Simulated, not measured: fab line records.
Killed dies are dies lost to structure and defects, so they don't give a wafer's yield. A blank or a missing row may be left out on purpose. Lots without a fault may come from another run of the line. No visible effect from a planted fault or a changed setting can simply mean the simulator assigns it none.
Matching of chambers / flow n5_finfet / N5_FIN_CUT_CUT_ETCH_15 on rie_si-02 has 4 sister chambers
The step etches Si in HBr/Cl2/O2, target depth 100 nm, bt time 10 s, time 42.4 s. 14 wafers are shown with their chamber, then 7 later ones without.

== WAFERS PAIRED WITH THEIR CHAMBERS ==
wafer=L074.2; chamber=2; drypump_motor_current_A (A)=4.9; throttle_valve_pct (%)=37.08; oes_o_777_au (a.u.)=0.95
wafer=L074.3; chamber=1; drypump_motor_current_A (A)=6.3; throttle_valve_pct (%)=37.64; oes_o_777_au (a.u.)=1.03
wafer=L074.5; chamber=3; drypump_motor_current_A (A)=5.8; throttle_valve_pct (%)=37.17; oes_o_777_au (a.u.)=0.98
wafer=L077.1; chamber=1; drypump_motor_current_A (A)=6.4; throttle_valve_pct (%)=37.65; oes_o_777_au (a.u.)=1.03
wafer=L077.4; chamber=3; drypump_motor_current_A (A)=5.8; throttle_valve_pct (%)=37.19; oes_o_777_au (a.u.)=0.98
wafer=L077.5; chamber=1; drypump_motor_current_A (A)=6.4; throttle_valve_pct (%)=37.63; oes_o_777_au (a.u.)=1.02
wafer=L082.2; chamber=2; drypump_motor_current_A (A)=4.9; throttle_valve_pct (%)=37.11; oes_o_777_au (a.u.)=0.97
wafer=L082.4; chamber=0; drypump_motor_current_A (A)=5.8; throttle_valve_pct (%)=37.22; oes_o_777_au (a.u.)=0.97
wafer=L082.5; chamber=3; drypump_motor_current_A (A)=5.8; throttle_valve_pct (%)=37.18; oes_o_777_au (a.u.)=0.98
wafer=L087.1; chamber=1; drypump_motor_current_A (A)=6.4; throttle_valve_pct (%)=37.65; oes_o_777_au (a.u.)=1.03
wafer=L087.5; chamber=2; drypump_motor_current_A (A)=4.9; throttle_valve_pct (%)=37.08; oes_o_777_au (a.u.)=0.95
wafer=L087.6; chamber=1; drypump_motor_current_A (A)=6.4; throttle_valve_pct (%)=37.63; oes_o_777_au (a.u.)=1.03
wafer=L093.2; chamber=3; drypump_motor_current_A (A)=5.8; throttle_valve_pct (%)=37.17; oes_o_777_au (a.u.)=0.98
wafer=L093.3; chamber=0; drypump_motor_current_A (A)=5.8; throttle_valve_pct (%)=37.23; oes_o_777_au (a.u.)=0.98

SIGNATURES (means of the wafers above)
reading=drypump_motor_current_A; chamber 0=5.800; chamber 1=6.380; chamber 2=4.900; chamber 3=5.800; scatter within a chamber=0.0283
reading=throttle_valve_pct; chamber 0=37.2250; chamber 1=37.6400; chamber 2=37.0900; chamber 3=37.1775; scatter within a chamber=0.0115
reading=oes_o_777_au; chamber 0=0.9750; chamber 1=1.0280; chamber 2=0.9567; chamber 3=0.9800; scatter within a chamber=0.0063
Rule: a wafer's distance from a chamber is the root of the sum, over the readings, of the square of ((its reading less the chamber's mean) divided by the reading's scatter). If the next closest chamber is less than 2 further off than the closest, the wafer can't be placed; otherwise it belongs to the closest. The scatter: take each reading less its chamber's mean, square it, sum over the shown wafers, divide by the number of wafers less the number of chambers, and take the root.

== WAFERS WHOSE CHAMBER IS MISSING ==
wafer=L093.5; drypump_motor_current_A (A)=5.8; throttle_valve_pct (%)=37.23; oes_o_777_au (a.u.)=0.97
wafer=L095.1; drypump_motor_current_A (A)=4.9; throttle_valve_pct (%)=37.10; oes_o_777_au (a.u.)=0.96
wafer=L095.3; drypump_motor_current_A (A)=5.8; throttle_valve_pct (%)=37.17; oes_o_777_au (a.u.)=0.99
wafer=L095.5; drypump_motor_current_A (A)=5.8; throttle_valve_pct (%)=37.22; oes_o_777_au (a.u.)=0.97
wafer=L097.1; drypump_motor_current_A (A)=4.9; throttle_valve_pct (%)=37.12; oes_o_777_au (a.u.)=0.96
wafer=L097.3; drypump_motor_current_A (A)=5.7; throttle_valve_pct (%)=37.23; oes_o_777_au (a.u.)=0.97
wafer=L097.5; drypump_motor_current_A (A)=5.8; throttle_valve_pct (%)=37.17; oes_o_777_au (a.u.)=0.98

== EACH ONE'S CHAMBER ==
wafer=L093.5; from the rows above=0; in truth=0
wafer=L095.1; from the rows above=2; in truth=2
wafer=L095.3; from the rows above=3; in truth=3
wafer=L095.5; from the rows above=0; in truth=0
wafer=L097.1; from the rows above=2; in truth=2
wafer=L097.3; from the rows above=0; in truth=0
wafer=L097.5; from the rows above=3; in truth=3
Correct placement for 7 of the 7. Not placeable from these rows: 0. Placed wrongly: 0.
